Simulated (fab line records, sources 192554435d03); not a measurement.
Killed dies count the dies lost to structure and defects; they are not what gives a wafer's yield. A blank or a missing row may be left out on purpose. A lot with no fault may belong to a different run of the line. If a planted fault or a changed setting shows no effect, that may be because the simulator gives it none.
Matching of chambers | flow n5_finfet | N5_FIN_SAQP_STRIP_70 on rie_diel-04: 4 sister chambers
The step strips in N2/H2. 16 wafers are shown with their chamber, then 8 later ones without.

WAFERS PAIRED WITH THEIR CHAMBERS
wafer  | chamber | drypump_motor_current_A (A) | showerhead_plenum_p_Torr (Torr) | throttle_valve_pct (%)
L075.2 | 3       | 5.3                         | 3.29                            | 18.6
L075.4 | 0       | 6.3                         | 3.30                            | 18.8
L075.5 | 3       | 5.3                         | 3.29                            | 18.6
L076.3 | 0       | 6.3                         | 3.30                            | 18.9
L076.4 | 2       | 6.3                         | 3.21                            | 19.0
L076.6 | 0       | 6.3                         | 3.30                            | 18.9
L079.1 | 1       | 6.3                         | 3.43                            | 18.6
L079.2 | 0       | 6.3                         | 3.30                            | 18.9
L079.6 | 1       | 6.3                         | 3.43                            | 18.6
L083.1 | 0       | 6.3                         | 3.29                            | 18.9
L083.2 | 1       | 6.3                         | 3.43                            | 18.7
L083.4 | 2       | 6.3                         | 3.20                            | 19.1
L090.1 | 3       | 5.4                         | 3.28                            | 18.2
L090.3 | 2       | 6.3                         | 3.19                            | 19.1
L090.6 | 1       | 6.3                         | 3.42                            | 18.7
L091.1 | 2       | 6.3                         | 3.19                            | 19.1

SIGNATURES (means of the wafers above)
reading                  | chamber 0 | chamber 1 | chamber 2 | chamber 3 | scatter within a chamber
drypump_motor_current_A  | 6.300     | 6.300     | 6.300     | 5.333     | 0.0236
showerhead_plenum_p_Torr | 3.2980    | 3.4275    | 3.1975    | 3.2867    | 0.00643
throttle_valve_pct       | 18.880    | 18.650    | 19.075    | 18.467    | 0.105
Rule: a wafer's distance from a chamber is the root of the sum, over the readings, of the square of ((its reading less the chamber's mean) divided by the reading's scatter). The wafer belongs to the nearest chamber; if the next one is less than 2 further off, it can't be placed. The scatter: take each reading less its chamber's mean, square it, sum over the shown wafers, divide by the number of wafers less the number of chambers, and take the root.

WAFERS WITHOUT THEIR CHAMBER
wafer  | drypump_motor_current_A (A) | showerhead_plenum_p_Torr (Torr) | throttle_valve_pct (%)
L091.2 | 6.3                         | 3.42                            | 18.7
L091.3 | 6.3                         | 3.29                            | 18.5
L092.2 | 6.3                         | 3.29                            | 18.5
L092.4 | 6.3                         | 3.19                            | 19.1
L092.6 | 6.3                         | 3.29                            | 18.4
L095.2 | 6.3                         | 3.28                            | 18.5
L095.5 | 6.3                         | 3.42                            | 18.7
L095.6 | 6.3                         | 3.19                            | 19.1

WHICH CHAMBER EACH WENT THROUGH
wafer  | from the rows above | in truth
L091.2 | 1                   | 1
L091.3 | 0                   | 0
L092.2 | 0                   | 0
L092.4 | 2                   | 2
L092.6 | 0                   | 0
L095.2 | 0                   | 0
L095.5 | 1                   | 1
L095.6 | 2                   | 2
Correctly placed: 8 of 8. Left unplaced by these rows: 0. Placed wrongly: 0.
